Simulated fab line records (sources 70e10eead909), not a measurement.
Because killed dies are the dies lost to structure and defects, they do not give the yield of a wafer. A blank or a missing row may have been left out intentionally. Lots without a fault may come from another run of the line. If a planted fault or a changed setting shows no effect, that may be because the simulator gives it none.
The tool behind it: which one? :: flow nand harc :: Sampling: 13 lots, 39 wafers, 3 of 1159 route steps

WHAT THE GAUGES READ, wafer by wafer
NHARC_P_GATE_CD_MEAS_11 targets a cd of 1640 nm.
lot: L710
measured: day 3 21:04
on: cd sem-03
cd nm (nm): 1638.8 1637.8 1640.0

lot: L711
measured: day 4 08:16
on: cd sem-02
cd nm (nm): 1638.5 1640.7 1638.8

lot: L713
measured: day 4 13:13
on: cd sem-03
cd nm (nm): 1634.2 1636.3 1633.6

lot: L714
measured: day 5 02:08
on: cd sem-01
cd nm (nm): 1636.7 1633.4 1637.0

lot: L715
measured: day 5 02:10
on: cd sem-03
cd nm (nm): 1641.0 1639.8 1639.6

lot: L716
measured: day 5 16:08
on: cd sem-03
cd nm (nm): 1637.7 1637.7 1639.5

lot: L717
measured: day 5 15:59
on: cd sem-03
cd nm (nm): 1637.0 1638.3 1639.2

lot: L719
measured: day 6 12:16
on: cd sem-02
cd nm (nm): 1632.3 1637.4 1636.7

lot: L720
measured: day 7 07:21
on: cd sem-02
cd nm (nm): 1641.8 1641.2 1640.5

lot: L722
measured: day 7 07:19
on: cd sem-03
cd nm (nm): 1636.6 1638.9 1638.2

lot: L723
measured: day 7 07:25
on: cd sem-01
cd nm (nm): - - -

lot: L733
measured: day 9 15:04
on: cd sem-02
cd nm (nm): 1637.0 1639.2 1639.4

lot: L732
measured: day 9 15:14
on: cd sem-01
cd nm (nm): 1639.3 1640.7 1641.8

WHAT TOOL EACH LOT RAN ON (gives the tool, then ch and the chambers of the sampled wafers, and finally the start)
lot: L710
NHARC_P_STI_DESCUM_14: rie diel-12 ch 0,1, day 2 11:19
NHARC_P_GATE_EXPOSE_08: krf scanner-01 ch 0, day 3 20:55

lot: L711
NHARC_P_STI_DESCUM_14: rie diel-10 ch 1,2, day 2 17:01
NHARC_P_GATE_EXPOSE_08: krf scanner-02 ch 0, day 4 08:07

lot: L713
NHARC_P_STI_DESCUM_14: rie diel-10 ch 0,2, day 3 05:05
NHARC_P_GATE_EXPOSE_08: krf scanner-02 ch 0, day 4 13:04

lot: L714
NHARC_P_STI_DESCUM_14: rie diel-12 ch 2,3, day 3 12:51
NHARC_P_GATE_EXPOSE_08: krf scanner-03 ch 0, day 5 01:59

lot: L715
NHARC_P_STI_DESCUM_14: rie diel-12 ch 1,2,3, day 3 17:26
NHARC_P_GATE_EXPOSE_08: krf scanner-03 ch 0, day 5 02:01

lot: L716
NHARC_P_STI_DESCUM_14: rie diel-12 ch 0,2,3, day 4 02:43
NHARC_P_GATE_EXPOSE_08: krf scanner-01 ch 0, day 5 15:59

lot: L717
NHARC_P_STI_DESCUM_14: rie diel-06 ch 0,2, day 4 02:53
NHARC_P_GATE_EXPOSE_08: krf scanner-02 ch 0, day 5 15:50

lot: L719
NHARC_P_STI_DESCUM_14: rie diel-12 ch 0,1, day 4 17:14
NHARC_P_GATE_EXPOSE_08: krf scanner-01 ch 0, day 6 12:05

lot: L720
NHARC_P_STI_DESCUM_14: rie diel-10 ch 1,2, day 4 23:13
NHARC_P_GATE_EXPOSE_08: krf scanner-03 ch 0, day 7 07:12

lot: L722
NHARC_P_STI_DESCUM_14: rie diel-10 ch 0,2,3, day 5 11:33
NHARC_P_GATE_EXPOSE_08: krf scanner-03 ch 0, day 7 07:10

lot: L723
NHARC_P_STI_DESCUM_14: rie diel-12 ch 1,3, day 5 22:58
NHARC_P_GATE_EXPOSE_08: krf scanner-03 ch 0, day 7 07:16

lot: L733
NHARC_P_STI_DESCUM_14: rie diel-06 ch 0,1, day 8 01:41
NHARC_P_GATE_EXPOSE_08: krf scanner-03 ch 0, day 9 14:55

lot: L732
NHARC_P_STI_DESCUM_14: rie diel-12 ch 0,1,2, day 8 01:44
NHARC_P_GATE_EXPOSE_08: krf scanner-02 ch 0, day 9 15:04
- NHARC_P_STI_DESCUM_14: chemistry O2, time 3 s.
- NHARC_P_GATE_EXPOSE_08: exposes mask P HV.

WHAT THE TOOLS THEMSELVES READ (means of the sampled wafers that have a number; where no wafer has one, the mark that the record gives instead)
NHARC_P_STI_DESCUM_14.
lot: L710
tool: rie diel-12
drypump motor current A (A): 6.2
mfc ar sccm (sccm): 0.027
oes product au (a.u.): 1.013
rf vpp V (V): 57.3
showerhead plenum p Torr (Torr): 1.92
throttle valve pct (%): 11.310

lot: L711
tool: rie diel-10
drypump motor current A (A): 5.5
mfc ar sccm (sccm): 0.001
oes product au (a.u.): 1.002
rf vpp V (V): 58.6
showerhead plenum p Torr (Torr): 1.80
throttle valve pct (%): 11.308

lot: L713
tool: rie diel-10
drypump motor current A (A): 5.8
mfc ar sccm (sccm): 0.028
oes product au (a.u.): 1.006
rf vpp V (V): 57.9
showerhead plenum p Torr (Torr): 1.88
throttle valve pct (%): 11.302

lot: L714
tool: rie diel-12
drypump motor current A (A): 5.4
mfc ar sccm (sccm): 0.000
oes product au (a.u.): 0.989
rf vpp V (V): 58.0
showerhead plenum p Torr (Torr): 1.99
throttle valve pct (%): 11.308

lot: L715
tool: rie diel-12
drypump motor current A (A): 5.6
mfc ar sccm (sccm): 0.014
oes product au (a.u.): 0.990
rf vpp V (V): 57.9
showerhead plenum p Torr (Torr): 1.93
throttle valve pct (%): 11.324

lot: L716
tool: rie diel-12
drypump motor current A (A): 5.7
mfc ar sccm (sccm): 0.000
oes product au (a.u.): 0.996
rf vpp V (V): 57.8
showerhead plenum p Torr (Torr): 2.00
throttle valve pct (%): 11.309

lot: L717
tool: rie diel-06
drypump motor current A (A): 5.4
mfc ar sccm (sccm): 0.016
oes product au (a.u.): 0.992
rf vpp V (V): 57.6
showerhead plenum p Torr (Torr): 1.98
throttle valve pct (%): 11.315

lot: L719
tool: rie diel-12
drypump motor current A (A): 6.2
mfc ar sccm (sccm): 0.027
oes product au (a.u.): 1.004
rf vpp V (V): 58.2
showerhead plenum p Torr (Torr): 1.92
throttle valve pct (%): 11.298

lot: L720
tool: rie diel-10
drypump motor current A (A): 5.3
mfc ar sccm (sccm): 0.001
oes product au (a.u.): 1.003
rf vpp V (V): 57.5
showerhead plenum p Torr (Torr): 1.82
throttle valve pct (%): 11.305

lot: L722
tool: rie diel-10
drypump motor current A (A): 5.6
mfc ar sccm (sccm): 0.014
oes product au (a.u.): 1.003
rf vpp V (V): 58.4
showerhead plenum p Torr (Torr): 1.91
throttle valve pct (%): 11.315

lot: L723
tool: rie diel-12
drypump motor current A (A): 5.9
mfc ar sccm (sccm): 0.027
oes product au (a.u.): 1.014
rf vpp V (V): 57.8
showerhead plenum p Torr (Torr): 1.91
throttle valve pct (%): 11.305

lot: L733
tool: rie diel-06
drypump motor current A (A): 5.6
mfc ar sccm (sccm): 0.026
oes product au (a.u.): 0.994
rf vpp V (V): 57.5
showerhead plenum p Torr (Torr): 1.91
throttle valve pct (%): 11.313

lot: L732
tool: rie diel-12
drypump motor current A (A): 5.9
mfc ar sccm (sccm): 0.014
oes product au (a.u.): 1.008
rf vpp V (V): 58.6
showerhead plenum p Torr (Torr): 1.94
throttle valve pct (%): 11.305

THE ANSWER, worked out from the rows above alone
Rule: usual is defined by the lots themselves. Put in order of their means at a reading, lots are off if they are a third of the lots or fewer, leave a main group of 4 or more, and stand apart from it by a gap of 3 or more times the standard deviation of the main group's means; of several such gaps the widest counts. A main group whose means are all the same, to the digits that the tables above print for the reading, isn't used. A lot without any number at a reading at which 4 lots or more have one is off too. The other lots that the step has rows for count as sound. Order of review: gauges by route order, followed by the tools' own readings, for which a lot's mean as printed above is used. The first step at which some lot is off is used, and at that step the reading that is off furthest; a lot without a number counts as furthest.
Off, at NHARC_P_GATE_CD_MEAS_11 on cd nm: L723. Without a number there: L723. The main group: mean 1638.2 nm, standard deviation 2.
If a tool, at a process step before that reading, ran all the lots that are off and no sound lot after the first of them, it fits. The gauges at NHARC_P_GATE_CD_MEAS_11 are tried like those tools. No candidate that was tried fits.

WHAT THE SIMULATOR HAD PUT IN
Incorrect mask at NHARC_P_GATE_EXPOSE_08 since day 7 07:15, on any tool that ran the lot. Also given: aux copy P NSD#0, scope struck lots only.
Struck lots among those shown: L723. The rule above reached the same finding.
